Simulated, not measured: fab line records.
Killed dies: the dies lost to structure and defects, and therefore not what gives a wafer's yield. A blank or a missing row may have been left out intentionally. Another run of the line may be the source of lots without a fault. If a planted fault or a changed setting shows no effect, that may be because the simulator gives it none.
Struck lot and sound lot, side by side | flow nand-harc | 44 steps out of a route of 1302
Sound: these wafers, L956.1, L956.3, L956.4. Wafers struck: L972.2, L972.3, L972.6. The cause is given at the end.
For every step that has rows: the tool of each side, followed by ch and its chambers, followed by its first start. Under that, the readings that differ: sound wafers | struck wafers | difference of the means | sigmas: that difference in standard deviations of wafers without a fault.
alike: readings with means less than 2 such deviations apart, plus words and numbers identical on both sides. not compared: withheld readings, readings lacking a value on some wafer, bounds such as >300 that could conceal the same value, and numbers that have no deviation in the record and whose values overlap.
A row with sigmas, a row that says differs or no value, or rows on one side alone: a step with any of these is where the two part. Numbers that have no deviation but don't overlap get no sigmas and don't part them. A reading that every wafer of one side lacks parts them only if that side has two wafers or more.

NHARC_P_STI_OCD_MEAS_17:
  struck on ocd-01, day 11 14:42; sound on ocd-01, day 4 22:25
  alike: trench-depth-nm, trench-foot-cd-nm
then, 3 steps without rows for these wafers: NHARC_P_STI_STRIP_19 (strips in SPM, time 900 s); NHARC_P_STI_PRECLEAN_32 (cleans in SC1); NHARC_P_STI_SRD_23.
NHARC_P_STI_OCD_MEAS_43:
  struck on ocd-02, day 11 15:13; sound on ocd-02, day 4 22:56
  alike: trench-depth-nm, trench-foot-cd-nm
then, 3 steps without rows for these wafers: NHARC_P_STI_OXIDE_33 (material SiO2, target thk 10 nm, ox time 281 s); NHARC_P_STI_HDPCVD_20 (deposits SiO2); NHARC_P_STI_ANNEAL_34 (time 1800 s).
NHARC_P_STI_CMP_21: polishes, t overpolish 20 s, target thk 380.67 nm.
  sound on cmp-03 ch 0,1,3, day 5 17:11; struck on cmp-03 ch 0,1,2, day 12 08:27
  alike: motor-current-A, overpolish-run-s
then, 2 steps without rows for these wafers: NHARC_P_STI_SRD_35; NHARC_P_STI_ETCH_36 (etches SiO2 in dHF, target depth 38.8 nm).
NHARC_P_STI_STRIP_24: strips Si3N4 in H3PO4.
  sound on wet-bench-02 ch 2,3,4, day 5 17:32; struck on wet-bench-04 ch 0,5,6, day 12 08:47
then, 4 steps without rows for these wafers: NHARC_P_STI_ETCH_37 (etches SiO2 in dHF, target depth 11 nm); NHARC_P_STI_PRECLEAN_38 (cleans in SC1); NHARC_P_STI_SRD_39; NHARC_P_STI_OXIDE_40 (material SiO2, target thk 10 nm, ox time 1362 s).
NHARC_P_STI_INSPECT_25:
  struck on defect-inspect-01, day 12 16:19; sound on defect-inspect-01, day 6 02:11
  reading          | sound       | struck      | difference | sigmas
  raw-defect-count | 169 254 200 | 563 589 558 | +362       | +5
then, 12 steps without rows for these wafers: NHARC_P_GATE_ETCH_69 (etches SiO2 in dHF, target depth 14 nm); NHARC_P_GATE_PRECLEAN_70 (cleans in SC1); NHARC_P_GATE_SRD_01; NHARC_P_GATE_OXIDE_02 (material SiO2, target thk 37.5 nm, ox time 365 s); NHARC_P_GATE_DEHYDRATE_03 (time 120 s); NHARC_P_GATE_HMDS_04 (time 30 s); NHARC_P_GATE_COAT_05; NHARC_P_GATE_SOFTBAKE_06 (time 95 s); NHARC_P_GATE_EBR_07; NHARC_P_GATE_EXPOSE_08 (exposes mask P HV); NHARC_P_GATE_PEB_09 (peb time 85 s); NHARC_P_GATE_DEVELOP_10 (time 70 s).
NHARC_P_GATE_CD_MEAS_11 targets a cd of 1640 nm.
  sound on cd-sem-01 ch 0, day 6 10:50; struck on cd-sem-01 ch 0, day 13 02:04
  alike: cd-nm
then, 1 step without rows for these wafers: NHARC_P_GATE_HARDBAKE_12 (time 80 s).
NHARC_P_GATE_DESCUM_13: chemistry O2, time 3 s.
  sound on rie-diel-09 ch 0,1,2, day 6 11:00; struck on rie-diel-09 ch 0,2,3, day 13 02:14
  alike: drypump-motor-current-A, oes-product-au, rf-vpp-V, showerhead-plenum-p-Torr, throttle-valve-pct
  not compared: rf-hours-counter-h
then, 6 steps without rows for these wafers: NHARC_P_GATE_ETCH_14 (etches SiO2 in dHF, target depth 48.8 nm); NHARC_P_GATE_STRIP_15 (strips in SPM, time 780 s); NHARC_P_GATE_PRECLEAN_71 (cleans in SC1); NHARC_P_GATE_SRD_72; NHARC_P_GATE_OXIDE_16 (material SiO2, target thk 3 nm, ox time 392 s); NHARC_P_GATE_CVD_17 (deposits poly-Si, target thk 150 nm, time 900 s).
NHARC_P_GATE_HM_DEP_102: deposits aC, target thk 120 nm.
  sound on acl-dep-02 ch 0, day 7 02:34; struck on acl-dep-01 ch 0, day 13 17:45
  alike: throttle-valve-pct
NHARC_P_GATE_DEP_103: deposits SiON, target thk 30 nm.
  sound on pecvd-02 ch 0,1, day 7 03:13; struck on pecvd-02 ch 0,2, day 13 18:19
  alike: heater-power-w
then, 1 step without rows for these wafers: NHARC_P_GATE_DEHYDRATE_18 (time 120 s).
NHARC_P_GATE_INSPECT_28:
  struck on defect-inspect-01, day 13 19:07; sound on defect-inspect-02, day 7 03:53
  reading          | sound | struck      | difference | sigmas
  raw-defect-count | 2 6 2 | 387 371 382 | +377       | +99 or more
NHARC_P_GATE_INSPECT_68:
  struck on defect-inspect-01, day 14 13:33; sound on defect-inspect-01, day 7 22:16
  reading          | sound       | struck      | difference | sigmas
  raw-defect-count | 154 219 206 | 520 568 519 | +343       | +5
-- record jumps: 19 days between struck wafers' starts before vs after; left off in module P_GATE, resumes in module END, first step shown is number 1302 of the route --
NHARC_END_SORT_01:
  the record has rows for the struck wafers here (prober-02 ch 0, day 33 03:37) and none for the sound ones

== WHERE THEY PART ==
First at NHARC_P_STI_INSPECT_25; last, within this record, at NHARC_END_SORT_01.

WHY: whatever the simulator had introduced
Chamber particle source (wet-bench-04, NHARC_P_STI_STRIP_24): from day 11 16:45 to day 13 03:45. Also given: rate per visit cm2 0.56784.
